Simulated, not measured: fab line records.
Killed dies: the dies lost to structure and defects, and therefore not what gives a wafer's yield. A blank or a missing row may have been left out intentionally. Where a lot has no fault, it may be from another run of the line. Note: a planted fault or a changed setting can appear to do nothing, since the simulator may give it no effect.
Check for tools in common || flow nand_harc || 4 lots and 12 wafers in the sample

## WHY IT WAS OPENED
Flagged at NHARC_END_SORT_01: reading killed_dies, on 3 of 4 lots. No-fault wafers: 61, standard deviation 16.
Rule: a lot is flagged when every wafer of it that has a number lies more than 4 standard deviations from that mean, or none has a number. All remaining lots are regarded as sound.

{"lot": "L925", "measured": "day 28 15:52", "on": "prober-01", "killed_dies, wafer by wafer": "40 56 41", "flag": ""}
{"lot": "L931", "measured": "day 30 18:19", "on": "prober-01", "killed_dies, wafer by wafer": "677 677 677", "flag": "FLAGGED"}
{"lot": "L932", "measured": "day 31 02:25", "on": "prober-02", "killed_dies, wafer by wafer": "677 677 677", "flag": "FLAGGED"}
{"lot": "L933", "measured": "day 31 17:58", "on": "prober-02", "killed_dies, wafer by wafer": "677 677 677", "flag": "FLAGGED"}
On average the flagged lots' numbers are 677, which is +616 against the usual, or +38 standard deviations.

## EACH LOT AND THE TOOL IT RAN ON
4 process steps preceding the reading are held in the record, out of 1302 steps in the route. Each cell gives the tool, then ch followed by the chambers the sampled wafers passed through, then the start.
{"lot": "L925", "flag": "", "NHARC_A_STAIRCASE_ETCH_221": "rie_diel-12 ch 1,2,3, day 20 03:40", "NHARC_A_STAIRCASE_TRIM_224": "rie_diel-12 ch 0,1, day 28 15:52 or earlier", "NHARC_A_STAIRCASE_ETCH_225": "rie_diel-12 ch 2,3, day 28 15:52 or earlier", "NHARC_A_STAIRCASE_TRIM_231": "rie_diel-08 ch 0,3, day 28 15:52 or earlier"}
{"lot": "L931", "flag": "FLAGGED", "NHARC_A_STAIRCASE_ETCH_221": "rie_diel-07 ch 0,1,2, day 22 04:08", "NHARC_A_STAIRCASE_TRIM_224": "rie_diel-07 ch 2,3, day 30 18:19 or earlier", "NHARC_A_STAIRCASE_ETCH_225": "rie_diel-07 ch 1,2,3, day 30 18:19 or earlier", "NHARC_A_STAIRCASE_TRIM_231": "rie_diel-07 ch 0,1,3, day 30 18:19 or earlier"}
{"lot": "L932", "flag": "FLAGGED", "NHARC_A_STAIRCASE_ETCH_221": "rie_diel-07 ch 0,1, day 22 21:28", "NHARC_A_STAIRCASE_TRIM_224": "rie_diel-07 ch 1,2,3, day 31 02:25 or earlier", "NHARC_A_STAIRCASE_ETCH_225": "rie_diel-07 ch 0,1,3, day 31 02:25 or earlier", "NHARC_A_STAIRCASE_TRIM_231": "rie_diel-07 ch 1,2, day 31 02:25 or earlier"}
{"lot": "L933", "flag": "FLAGGED", "NHARC_A_STAIRCASE_ETCH_221": "rie_diel-07 ch 0,2, day 23 11:38", "NHARC_A_STAIRCASE_TRIM_224": "rie_diel-07 ch 1,3, day 31 17:58 or earlier", "NHARC_A_STAIRCASE_ETCH_225": "rie_diel-07 ch 0,3, day 31 17:58 or earlier", "NHARC_A_STAIRCASE_TRIM_231": "rie_diel-07 ch 0,3, day 31 17:58 or earlier"}
What these steps do:
- NHARC_A_STAIRCASE_ETCH_221: etches the open film in C4F8/O2, target depth 100 nm, time 40.5 s.
- NHARC_A_STAIRCASE_TRIM_224: chemistry O2, time 211.2 s.
- NHARC_A_STAIRCASE_ETCH_225: etches the open film in C4F8/O2, target depth 100 nm, time 40.5 s.
- NHARC_A_STAIRCASE_TRIM_231: chemistry O2, time 211.2 s.
- NHARC_END_SORT_01

## FLAGGED AGAINST TOTAL, ONE TOOL AT A TIME (gauges that did the reading follow at the end)
{"step": "NHARC_A_STAIRCASE_ETCH_221", "tool": "rie_diel-07", "lots run": 3, "flagged": 3, "share of the flagged lots": "all", "sound lots run after its first flagged lot": 0}
{"step": "NHARC_A_STAIRCASE_ETCH_221", "tool": "rie_diel-12", "lots run": 1, "flagged": 0, "share of the flagged lots": "none", "sound lots run after its first flagged lot": "-"}
{"step": "NHARC_A_STAIRCASE_TRIM_224", "tool": "rie_diel-07", "lots run": 3, "flagged": 3, "share of the flagged lots": "all", "sound lots run after its first flagged lot": 0}
{"step": "NHARC_A_STAIRCASE_TRIM_224", "tool": "rie_diel-12", "lots run": 1, "flagged": 0, "share of the flagged lots": "none", "sound lots run after its first flagged lot": "-"}
{"step": "NHARC_A_STAIRCASE_ETCH_225", "tool": "rie_diel-07", "lots run": 3, "flagged": 3, "share of the flagged lots": "all", "sound lots run after its first flagged lot": 0}
{"step": "NHARC_A_STAIRCASE_ETCH_225", "tool": "rie_diel-12", "lots run": 1, "flagged": 0, "share of the flagged lots": "none", "sound lots run after its first flagged lot": "-"}
{"step": "NHARC_A_STAIRCASE_TRIM_231", "tool": "rie_diel-07", "lots run": 3, "flagged": 3, "share of the flagged lots": "all", "sound lots run after its first flagged lot": 0}
{"step": "NHARC_A_STAIRCASE_TRIM_231", "tool": "rie_diel-08", "lots run": 1, "flagged": 0, "share of the flagged lots": "none", "sound lots run after its first flagged lot": "-"}
{"step": "NHARC_END_SORT_01", "tool": "prober-01", "lots run": 2, "flagged": 1, "share of the flagged lots": "some", "sound lots run after its first flagged lot": 0}
{"step": "NHARC_END_SORT_01", "tool": "prober-02", "lots run": 2, "flagged": 2, "share of the flagged lots": "some", "sound lots run after its first flagged lot": 0}
Because NHARC_A_STAIRCASE_TRIM_224 lacks a start for some lots, the hours and order of its lots are taken from NHARC_END_SORT_01. Because NHARC_A_STAIRCASE_ETCH_225 lacks a start for some lots, the hours and order of its lots are taken from NHARC_END_SORT_01. Because NHARC_A_STAIRCASE_TRIM_231 lacks a start for some lots, the hours and order of its lots are taken from NHARC_END_SORT_01.

## THE TABLE: WHAT IT ALLOWS
4 rows of the table ran every flagged lot: rie_diel-07 at NHARC_A_STAIRCASE_ETCH_221, rie_diel-07 at NHARC_A_STAIRCASE_TRIM_224, rie_diel-07 at NHARC_A_STAIRCASE_ETCH_225, rie_diel-07 at NHARC_A_STAIRCASE_TRIM_231.
- rie_diel-07 at NHARC_A_STAIRCASE_ETCH_221: 3 of its 3 lots flagged. No sound lot ran on it before its first flagged lot in this sample; the start therefore can't be narrowed down. Its own readings (oes_product_au) fall more than 4 standard deviations out on all wafers of the flagged lots.
- rie_diel-07 at NHARC_A_STAIRCASE_TRIM_224: 3 of its 3 lots flagged. No sound lot ran on it before its first flagged lot in this sample; the start therefore can't be narrowed down.
- rie_diel-07 at NHARC_A_STAIRCASE_ETCH_225: 3 of its 3 lots flagged. No sound lot ran on it before its first flagged lot in this sample; the start therefore can't be narrowed down.
- rie_diel-07 at NHARC_A_STAIRCASE_TRIM_231: 3 of its 3 lots flagged. No sound lot ran on it before its first flagged lot in this sample; the start therefore can't be narrowed down.
Left over: one tool, rie_diel-07 at NHARC_A_STAIRCASE_ETCH_221 and NHARC_A_STAIRCASE_TRIM_224 and NHARC_A_STAIRCASE_ETCH_225 and NHARC_A_STAIRCASE_TRIM_231.

## WHAT HAD BEEN PUT IN BY THE SIMULATOR
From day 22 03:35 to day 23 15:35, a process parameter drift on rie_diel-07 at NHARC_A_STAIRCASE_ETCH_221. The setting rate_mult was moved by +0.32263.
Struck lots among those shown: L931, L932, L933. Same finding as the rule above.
